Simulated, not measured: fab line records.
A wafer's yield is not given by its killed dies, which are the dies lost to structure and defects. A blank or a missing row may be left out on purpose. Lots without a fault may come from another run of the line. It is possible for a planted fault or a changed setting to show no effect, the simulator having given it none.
fab line records	flow n5-finfet
record lots=7	wafers=39
route steps=1938 shown FIN_SAQP@102 DUMMY_GATE@237 SD_EPI_N@288 SD_EPI_P@300
start-h: hours from the record's first day to the start of the lot's first wafer shown	wait-h: hours elapsed since this lot's preceding step	" as in the row above	L1.1+2: a single row standing in for several wafers	- no value, or no start given	* or withheld: withheld	< > ~ a bound
route shown NAME@n: names a module that has steps shown in the file, with the first one's number in the route	usual: mean/standard deviation of fault-free wafers	same: alike in all rows	chamber/n: place in a boat	sites: readings site by site	_std_site: their standard deviation	_edge_site: the outer-site mean with the inner-site mean subtracted	radius-mm: how far each site lies from the wafer's centre	mask NAME#n: copy n	behind: the most recent tool/chamber to have shaped the wafer	hold: what put the lot on hold/how long, in hours/how the hold closed	device: which transistor (n, p or np) failed to switch	end of line: tests run on the same wafers once the route is complete	a step given without rows: its recipe and nothing more	killed: the dies lost at the first sort to structure and to defects; this is not the yield of the wafer	map: a wafer's dies, marking killed ones x, the rest . and places with no die _
set.NAME: the setting that was run; set.NAME@STEP: the one run at that earlier step	model.NAME: the simulator's own value behind a step, which no gauge read
lots where settings were altered on purpose, with a table for each step and a row for each wafer
## steps
# step N5_FIN_SAQP_HM_DEP_72
# recipe material=SiO2	target-thk-a=120	temp-c=400	precursor=SiH4/N2O	pressure-torr=0.75	rf-w=275	time-s=7.2
lot.wafer	tool	chamber	start-h	wait-h	set.time-s	model.SiO2_of_FIN_SAQP_HM_DEP_72.thk-nm
L074.1	pecvd-02	0	21.67	0.0	7.2	11.67
L074.2	"	1	"	"	7.2	11.71
L074.3	"	2	"	"	6.788	11.08
L074.4	"	2	"	"	7.2	12.04
L074.5	"	1	"	"	6.788	11.21
L074.6	"	0	"	"	6.788	11.31
L079.1	pecvd-01	1	51.31	0.0	7.2	11.81
L079.2	"	0	"	"	6.133	10.03
L079.3	"	0	"	"	6.133	10.16
L079.4	"	1	"	"	7.2	11.9
L079.5	"	0	"	"	7.2	11.99
L079.6	"	1	"	"	6.133	10.1
L080.1+3	pecvd-02	1,0	57.67	0.0	7.2	11.9
L080.2	"	2	"	"	7.2	12.02
L080.4	"	1	"	"	7.2	12.25
L080.5	"	2	"	"	7.2	12.36
L080.6	"	0	"	"	7.2	12.08
L093.1+2	pecvd-03	1,0	135.24	0.0	8.054	13.12
L093.3	"	2	"	"	7.2	11.61
L093.4	"	1	"	"	8.054	13.29
L093.5	"	0	"	"	7.2	11.87
L093.6	"	2	"	"	7.2	12.15
L094.1	pecvd-03	1	141.95	0.0	7.2	11.93
L094.2	"	2	"	"	7.2	12.03
L094.3	"	0	"	"	7.2	12.09
L094.4	"	2	"	"	7.2	12.13
L094.5	"	0	"	"	7.2	12.12
L094.6	"	1	"	"	7.2	12.23
L095.3	pecvd-02	2	147.60	0.0	7.2	11.92
L095.5	"	1	"	"	7.2	11.87
L095.6	"	2	"	"	7.2	12.17
L097.1	pecvd-01	1	159.48	0.0	6.682	10.84
L097.2	"	2	"	"	7.2	11.95
L097.3	"	0	"	"	6.682	11.09
L097.4	"	2	"	"	6.682	11.21
L097.5	"	0	"	"	7.2	12.15
L097.6	"	1	"	"	7.2	11.84
# step N5_FIN_SAQP_COAT_49
# recipe resist=SOC	temp-c=250	time-s=60	spin-rpm=1500	resist-thk-nm=100
# step N5_FIN_SAQP_COAT_50
# recipe resist=SiARC	temp-c=220	time-s=60	spin-rpm=1500	resist-thk-nm=35
# step N5_FIN_SAQP_ETCH_52
# recipe chemistry=N2/H2	target=SOC	target-depth-a=1000	overetch-a=200	mask-material=SiARC	temp-c=40	time-s=150	ion-energy-ev=200	pressure-mtorr=30	source-w=840	bias-w=150	n2-flow-sccm=200	h2-flow-sccm=200	ends=end-point
# step N5_FIN_SAQP_STRIP_53
# recipe chemistry=N2/H2	temp-c=40	n2-flow-sccm=200	h2-flow-sccm=200	rf-frequency-hz=6e+07
# step N5_FIN_SAQP_HM_OPEN_73
# recipe chemistry=CHF3/O2	target=SiO2	stop-on=a-Si	target-depth-a=120	over-etch-frac=1.8	mask-material=SOC	time-s=16.8	pressure-mtorr=30	source-w=650	bias-w=170	Ar_flow_sccm=200	CHF3_flow_sccm=50	O2_flow_sccm=5	ion-energy-ev=200	ends=end-point
lot.wafer	tool	chamber	start-h	wait-h	set.time-s@FIN_SAQP_HM_DEP_72	model.etch.depth-nm
L074.1	rie-diel-04	0	22.41	0.0	7.2	11.67
L074.2	"	2	"	"	7.2	11.71
L074.3	"	3	"	"	6.788	11.08
L074.4	"	1	"	"	7.2	12.04
L074.5	"	2	"	"	6.788	11.21
L074.6	"	1	"	"	6.788	11.31
L079.1	rie-diel-02	1	52.22	0.0	7.2	11.81
L079.2	"	0	"	"	6.133	10.03
L079.3	"	3	"	"	6.133	10.16
L079.4	"	2	"	"	7.2	11.9
L079.5	"	1	"	"	7.2	11.99
L079.6	"	2	"	"	6.133	10.1
L080.1+3	rie-diel-02	0,2	58.50	0.0	7.2	11.9
L080.2	"	3	"	"	7.2	12.02
L080.4	"	1	"	"	7.2	12.25
L080.5	"	1	"	"	7.2	12.36
L080.6	"	2	"	"	7.2	12.08
L093.1+2	rie-diel-06	2,1	136.03	0.0	8.054	13.12
L093.3	"	0	"	"	7.2	11.61
L093.4	"	0	"	"	8.054	13.29
L093.5	"	2	"	"	7.2	11.87
L093.6	"	1	"	"	7.2	12.15
L094.1	rie-diel-02	0	142.57	0.0	7.2	11.93
L094.2	"	2	"	"	7.2	12.03
L094.3	"	3	"	"	7.2	12.09
L094.4	"	3	"	"	7.2	12.13
L094.5	"	2	"	"	7.2	12.12
L094.6	"	0	"	"	7.2	12.23
L095.3	rie-diel-04	3	148.40	0.0	7.2	11.92
L095.5	"	2	"	"	7.2	11.87
L095.6	"	3	"	"	7.2	12.17
L097.1	rie-diel-06	1	160.38	0.0	6.682	10.84
L097.2	"	0	"	"	7.2	11.95
L097.3	"	2	"	"	6.682	11.09
L097.4	"	0	"	"	6.682	11.21
L097.5	"	1	"	"	7.2	12.15
L097.6	"	2	"	"	7.2	11.84
# step N5_DUMMY_GATE_ETCH_37
# recipe chemistry=N2/H2	target=SOC	target-depth-a=600	overetch-a=300	temp-c=40	ion-energy-ev=200	pressure-mtorr=30	source-w=840	bias-w=150	n2-flow-sccm=200	h2-flow-sccm=200
# usual rf-vpp-V=523.9/2.3
lot.wafer	tool	chamber	start-h	wait-h	set.source-w	rf-vpp-V
L074.1	rie-diel-01	0	47.22	0.0	840	524.3
L074.2	"	3	"	"	711.4	554.6
L074.3	"	1	"	"	840	522.1
L074.4	"	2	"	"	840	523.0
L074.5	"	2	"	"	711.4	553.3
L074.6	"	1	"	"	711.4	551.3
L079.1	rie-diel-01	3	78.32	0.0	993.7	498.7
L079.2	"	0	"	"	840	521.6
L079.3	"	0	"	"	840	522.8
L079.4	"	3	"	"	840	525.4
L079.5	"	3	"	"	993.7	495.6
L079.6	"	0	"	"	993.7	493.4
L080.1	rie-diel-03	2	83.03	0.0	701.1	558.2
L080.2	"	1	"	"	840	523.4
L080.3	"	3	"	"	840	527.8
L080.4	"	0	"	"	701.1	557.3
L080.5	"	0	"	"	701.1	558.2
L080.6	"	1	"	"	840	525.3
L093.1	rie-diel-05	0	160.19	0.0	980.7	492.5
L093.2	"	1	"	"	840	525.8
L093.3	"	2	"	"	840	522.1
L093.4	"	1	"	"	840	526.1
L093.5	"	0	"	"	980.7	494.3
L093.6	"	2	"	"	980.7	496.7
L094.1	rie-diel-05	3	169.36	0.0	840	525.9
L094.2	"	0	"	"	840	519.9
L094.3	"	1	"	"	840	525.2
L094.4	"	2	"	"	949.9	500.2
L094.5	"	3	"	"	949.9	505.3
L094.6	"	0	"	"	949.9	499.5
L095.3	rie-diel-05	0	172.36	0.0	840	520.4
L095.5	"	0	"	"	840	518.9
L095.6	"	1	"	"	840	525.1
L097.1	rie-diel-03	1	187.16	0.0	840	522.7
L097.2	"	0	"	"	840	525.4
L097.3	"	3	"	"	888.3	519.4
L097.4	"	2	"	"	888.3	514.5
L097.5	"	3	"	"	888.3	518.3
L097.6	"	2	"	"	840	524.9
# step N5_DUMMY_GATE_ETCH_32
# recipe chemistry=CF4	target=SiO2	target-depth-a=35	time-s=3.9	ion-energy-ev=350	pressure-mtorr=10	icp-w=800	bias-w=400	cf4-flow-sccm=80
lot.wafer	tool	chamber	start-h	wait-h	set.time-s	model.etch.depth-nm
L074.1	rie-si-05	3	47.76	0.1	3.052	2.696
L074.2	"	2	"	"	3.9	3.62
L074.3	"	1	"	"	3.9	3.46
L074.4	"	0	"	"	3.052	2.797
L074.5	"	0	"	"	3.052	2.796
L074.6	"	3	"	"	3.9	3.423
L079.1	rie-si-05	1	78.99	0.1	3.9	3.483
L079.2	"	3	"	"	3.287	2.939
L079.3	"	0	"	"	3.9	3.604
L079.4	"	2	"	"	3.9	3.697
L079.5	"	0	"	"	3.287	3.018
L079.6	"	1	"	"	3.287	2.932
L080.1	rie-si-04	0	83.70	0.1	3.567	3.3
L080.2	"	1	"	"	3.9	3.3
L080.3	"	2	"	"	3.9	3.629
L080.4	"	3	"	"	3.567	3.233
L080.5	"	3	"	"	3.9	3.503
L080.6	"	2	"	"	3.567	3.319
L093.1	rie-si-04	3	160.72	0.1	3.9	3.534
L093.2	"	1	"	"	3.104	2.64
L093.3	"	0	"	"	3.104	2.871
L093.4	"	2	"	"	3.9	3.666
L093.5	"	1	"	"	3.9	3.351
L093.6	"	2	"	"	3.104	2.919
L094.1	rie-si-06	0	169.88	0.1	3.471	3.106
L094.2	"	3	"	"	3.9	3.638
L094.3	"	2	"	"	3.471	3.086
L094.4	"	1	"	"	3.471	3.169
L094.5	"	2	"	"	3.9	3.468
L094.6	"	3	"	"	3.9	3.641
L095.3	rie-si-06	0	172.88	0.1	3.9	3.562
L095.5	"	2	"	"	3.9	3.492
L095.6	"	3	"	"	3.9	3.683
L097.1	rie-si-04	0	187.84	0.1	3.9	3.571
L097.2	"	2	"	"	3.9	3.643
L097.3	"	3	"	"	4.568	4.113
L097.4	"	1	"	"	4.568	3.855
L097.5	"	0	"	"	3.9	3.596
L097.6	"	3	"	"	4.568	4.105
# step N5_SD_EPI_N_EPI_21
# recipe material=Si:P	dopant=P	temp-c=680	pressure-torr=255	time-s=690
lot.wafer	tool	chamber	start-h	wait-h	set.pressure-torr	model.Si-P_of_SD_EPI_N_EPI_21.thk-nm
L074.1+3+6	epi-rpcvd-03	0	51.60	0.2	232.8	58.4
L074.2	"	0	"	"	232.8	57.8
L074.4	"	0	"	"	232.8	59.2
L074.5	"	0	"	"	232.8	57.6
L079.1	epi-rpcvd-03	0	82.51	0.2	289.3	62.8
L079.2+4+5	"	0	"	"	289.3	63.6
L079.3	"	0	"	"	289.3	63.4
L079.6	"	0	84.38	1.9	289.3	63.2
L080.1	epi-rpcvd-01	0	88.52	0.1	255	58.2
L080.2+4+6	"	0	"	"	255	58.4
L080.3	"	0	"	"	255	58.6
L080.5	"	0	"	"	255	57.8
L093.1+2+6	epi-rpcvd-01	0	164.37	0.1	255	59.2
L093.3+5	"	0	"	"	255	59
L093.4	"	0	"	"	255	58.4
L094.1+5	epi-rpcvd-04	0	173.91	0.1	222	55.4
L094.2	"	0	"	"	222	55.8
L094.3	"	0	"	"	222	56
L094.4	"	0	"	"	222	54.4
L094.6	"	0	"	"	222	55.2
L095.3	epi-rpcvd-01	0	177.79	0.7	255	58.4
L095.5	"	0	"	"	255	58
L095.6	"	0	"	"	255	57.8
L097.1	epi-rpcvd-03	0	191.21	0.1	291.9	61.8
L097.2+6	"	0	"	"	291.9	62.4
L097.3	"	0	"	"	291.9	60.8
L097.4+5	"	0	"	"	291.9	61.6
# step N5_SD_EPI_P_EXPOSE_06
# recipe mask-id=SD_P_BLK	na=1.35	source-shape=conventional	sigma-outer=0.8	polarization=unpolarized	target-cd-nm=240	dose-mj=39.5
lot.wafer	tool	chamber	start-h	wait-h	mask	set.dose-mj
L074.1+4+6	arfi-scanner-01	0	54.71	-	SD_P_BLK#0	37.04
L074.2+3+5	"	0	"	"	SD_P_BLK#0	39.5
L079.1+2+6	arfi-scanner-02	0	85.54	-	SD_P_BLK#0	36.7
L079.3+4+5	"	0	"	"	SD_P_BLK#0	39.5
L080.1+3+4	arfi-scanner-03	0	91.11	-	SD_P_BLK#0	39.5
L080.2+5+6	"	0	"	"	SD_P_BLK#0	36.48
L093.1+2+3	arfi-scanner-01	0	166.93	-	SD_P_BLK#0	36.45
L093.4+5+6	"	0	"	"	SD_P_BLK#0	39.5
L094.1+2+3+4+5+6	arfi-scanner-01	0	176.43	-	SD_P_BLK#0	39.5
L095.3+5+6	arfi-scanner-01	0	179.66	-	SD_P_BLK#0	39.5
L097.1+2+4	arfi-scanner-02	0	193.76	-	SD_P_BLK#0	36.7
L097.3+5+6	"	0	"	"	SD_P_BLK#0	39.5
# step N5_SD_EPI_P_PEB_07
# recipe peb-temp-c=110	peb-time-s=60	resist=CAR-ArF-block
# step N5_SD_EPI_P_DEVELOP_08
# recipe develop-time-s=30	developer=TMAH	resist=CAR-ArF-block	dev-temp-c=23	rinse-liquid=diw	dry=air-spin
# step N5_SD_EPI_P_CD_MEAS_09
# recipe target-cd-nm=240	landing-energy-ev=500	detector=se-inlens
# usual cd-nm=240.5/0.98
lot.wafer	tool	chamber	start-h	wait-h	set.dose-mj@SD_EPI_P_EXPOSE_06	cd-nm
L074.1	cd-sem-03	0	54.84	-	37.04	235.9
L074.2	"	0	"	"	39.5	239.7
L074.3	"	0	"	"	39.5	240.9
L074.4	"	0	"	"	37.04	236.2
L074.5	"	0	"	"	39.5	239.7
L074.6	"	0	"	"	37.04	236.6
L079.1	cd-sem-01	0	85.66	-	36.7	237.4
L079.2	"	0	"	"	36.7	236.7
L079.3	"	0	"	"	39.5	243.4
L079.4	"	0	"	"	39.5	242.9
L079.5	"	0	"	"	39.5	241.2
L079.6	"	0	"	"	36.7	236.6
L080.1	cd-sem-03	0	91.23	-	39.5	239.2
L080.2	"	0	"	"	36.48	234.7
L080.3	"	0	"	"	39.5	241.3
L080.4	"	0	"	"	39.5	241.2
L080.5	"	0	"	"	36.48	233.4
L080.6	"	0	"	"	36.48	235.5
L093.1	cd-sem-01	0	167.05	-	36.45	234.3
L093.2	"	0	"	"	36.45	233.0
L093.3	"	0	"	"	36.45	232.9
L093.4	"	0	"	"	39.5	238.9
L093.5	"	0	"	"	39.5	239.0
L093.6	"	0	"	"	39.5	238.9
L094.1	cd-sem-03	0	176.55	-	39.5	241.2
L094.2	"	0	"	"	39.5	239.7
L094.3	"	0	"	"	39.5	239.0
L094.4	"	0	"	"	39.5	240.1
L094.5	"	0	"	"	39.5	239.9
L094.6	"	0	"	"	39.5	239.1
L095.3	cd-sem-02	0	179.78	-	39.5	241.3
L095.5	"	0	"	"	39.5	239.9
L095.6	"	0	"	"	39.5	240.1
L097.1	cd-sem-03	0	193.88	-	36.7	234.7
L097.2	"	0	"	"	36.7	234.5
L097.3	"	0	"	"	39.5	240.9
L097.4	"	0	"	"	36.7	235.3
L097.5	"	0	"	"	39.5	240.3
L097.6	"	0	"	"	39.5	239.2
# step N5_SD_EPI_P_DESCUM_14
# recipe chemistry=O2	time-s=7.9	source-power-w=50	bias-power-w=20	pressure-mtorr=20	rf-frequency-hz=2.712e+07	temp-c=40	resist=CAR-ArF-block	o2-flow-sccm=225
lot.wafer	tool	chamber	start-h	wait-h	set.dose-mj@SD_EPI_P_EXPOSE_06	model.SD_EPI_P.cd-nm
L074.1	rie-diel-01	1	55.21	0.3	37.04	235.8
L074.2	"	2	"	"	39.5	240.4
L074.3	"	3	"	"	39.5	241
L074.4	"	3	"	"	37.04	236
L074.5	"	1	"	"	39.5	239.6
L074.6	"	2	"	"	37.04	237
L079.1	rie-diel-01	0	85.75	0.0	36.7	237.4
L079.2	"	3	"	"	36.7	236.6
L079.3	"	0	"	"	39.5	243.2
L079.4	"	3	"	"	39.5	242.6
L079.5	"	3	"	"	39.5	241.2
L079.6	"	0	"	"	36.7	236.8
L080.1	rie-diel-03	1	91.32	0.0	39.5	239.8
L080.2	"	3	"	"	36.48	234.8
L080.3	"	2	"	"	39.5	241.4
L080.4	"	0	"	"	39.5	241.2
L080.5	"	3	"	"	36.48	233.6
L080.6	"	0	"	"	36.48	235.8
L093.1	rie-diel-05	2	167.14	0.0	36.45	234.4
L093.2	"	1	"	"	36.45	233.2
L093.3	"	3	"	"	36.45	233
L093.4+5	"	0	"	"	39.5	239
L093.6	"	1	"	"	39.5	239.2
L094.1	rie-diel-03	0	176.64	0.0	39.5	241.2
L094.2	"	1	"	"	39.5	240
L094.3	"	3	"	"	39.5	239
L094.4	"	2	"	"	39.5	240.4
L094.5	"	0	"	"	39.5	240.6
L094.6	"	1	"	"	39.5	239.2
L095.3	rie-diel-03	0	180.04	0.2	39.5	241.6
L095.5	"	0	"	"	39.5	239.6
L095.6	"	3	"	"	39.5	240.4
L097.1	rie-diel-01	3	195.27	1.3	36.7	234.8
L097.2	"	1	"	"	36.7	234.4
L097.3	"	2	"	"	39.5	241.2
L097.4	"	0	"	"	36.7	235.6
L097.5	"	3	"	"	39.5	240.4
L097.6	"	2	"	"	39.5	239
# step N5_SD_EPI_P_ETCH_36
# recipe chemistry=CF4	target=SiARC	target-depth-a=455	mask-material=CAR-ArF-block	time-s=75.8	ion-energy-ev=80	pressure-mtorr=40	source-w=545	bias-w=36	Ar_flow_sccm=100	cf4-flow-sccm=100	ends=cleared
# step N5_SD_EPI_P_ETCH_37
# recipe chemistry=N2/H2	target=SOC	overetch-a=1080	mask-material=SiARC	temp-c=40	ion-energy-ev=100	source-w=3000	bias-w=133	pressure-mtorr=20	time-s=486	n2-flow-sccm=200	h2-flow-sccm=200	ends=end-point
lot.wafer	tool	chamber	start-h	wait-h	set.dose-mj@SD_EPI_P_EXPOSE_06	model.SD_EPI_P.cd-nm
L074.1	rie-diel-01	1	55.30	0.0	37.04	235.6
L074.2	"	2	"	"	39.5	240.4
L074.3	"	3	"	"	39.5	241
L074.4	"	3	"	"	37.04	236.6
L074.5	"	1	"	"	39.5	239.2
L074.6	"	2	"	"	37.04	236.8
L079.1	rie-diel-01	0	85.89	0.1	36.7	238.6
L079.2	"	3	"	"	36.7	239.4
L079.3	"	0	"	"	39.5	244
L079.4	"	3	"	"	39.5	245.6
L079.5	"	3	"	"	39.5	243.2
L079.6	"	0	"	"	36.7	237.8
L080.1	rie-diel-03	1	91.41	0.0	39.5	241
L080.2	"	3	"	"	36.48	233.8
L080.3	"	2	"	"	39.5	242
L080.4	"	0	"	"	39.5	239.2
L080.5	"	3	"	"	36.48	232.6
L080.6	"	0	"	"	36.48	234.8
L093.1	rie-diel-05	2	167.23	0.0	36.45	233.8
L093.2	"	1	"	"	36.45	233.6
L093.3	"	3	"	"	36.45	229.6
L093.4+5	"	0	"	"	39.5	238
L093.6	"	1	"	"	39.5	239.6
L094.1	rie-diel-03	0	176.73	0.0	39.5	240.4
L094.2	"	1	"	"	39.5	239.8
L094.3	"	3	"	"	39.5	237.2
L094.4	"	2	"	"	39.5	240.2
L094.5	"	0	"	"	39.5	239
L094.6	"	1	"	"	39.5	240
L095.3	rie-diel-03	0	180.14	0.0	39.5	240
L095.5	"	0	"	"	39.5	238.2
L095.6	"	3	"	"	39.5	239
L097.1	rie-diel-01	3	195.36	0.0	36.7	239
L097.2	"	1	"	"	36.7	235
L097.3	"	2	"	"	39.5	239.8
L097.4	"	0	"	"	36.7	238
L097.5	"	3	"	"	39.5	244
L097.6	"	2	"	"	39.5	237.6
## key
split step=N5_FIN_SAQP_HM_DEP_72	setting=time-s	stated=7.2	by=wafer
response step=N5_FIN_SAQP_HM_DEP_72	reading=model.SiO2_of_FIN_SAQP_HM_DEP_72.thk-nm	change=+0.118	per=1%	r=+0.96
response step=N5_FIN_SAQP_HM_OPEN_73	reading=model.etch.depth-nm	change=+0.118	per=1%	r=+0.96
split step=N5_DUMMY_GATE_ETCH_37	setting=source-w	stated=840	by=wafer
response step=N5_DUMMY_GATE_ETCH_37	reading=rf-vpp-V	change=-1.75	per=1%	r=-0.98
split step=N5_DUMMY_GATE_ETCH_32	setting=time-s	stated=3.9	by=wafer
response step=N5_DUMMY_GATE_ETCH_32	reading=model.etch.depth-nm	change=+0.0335	per=1%	r=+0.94
split step=N5_SD_EPI_N_EPI_21	setting=pressure-torr	stated=255	by=lot
response step=N5_SD_EPI_N_EPI_21	reading=model.Si-P_of_SD_EPI_N_EPI_21.thk-nm	change=+0.24	per=1%	r=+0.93
split step=N5_SD_EPI_P_EXPOSE_06	setting=dose-mj	stated=39.5	by=wafer
response step=N5_SD_EPI_P_CD_MEAS_09	reading=cd-nm	change=+0.738	per=1%	r=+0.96
response step=N5_SD_EPI_P_DESCUM_14	reading=model.SD_EPI_P.cd-nm	change=+0.738	per=1%	r=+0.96
response step=N5_SD_EPI_P_ETCH_37	reading=model.SD_EPI_P.cd-nm	change=+0.73	per=1%	r=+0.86
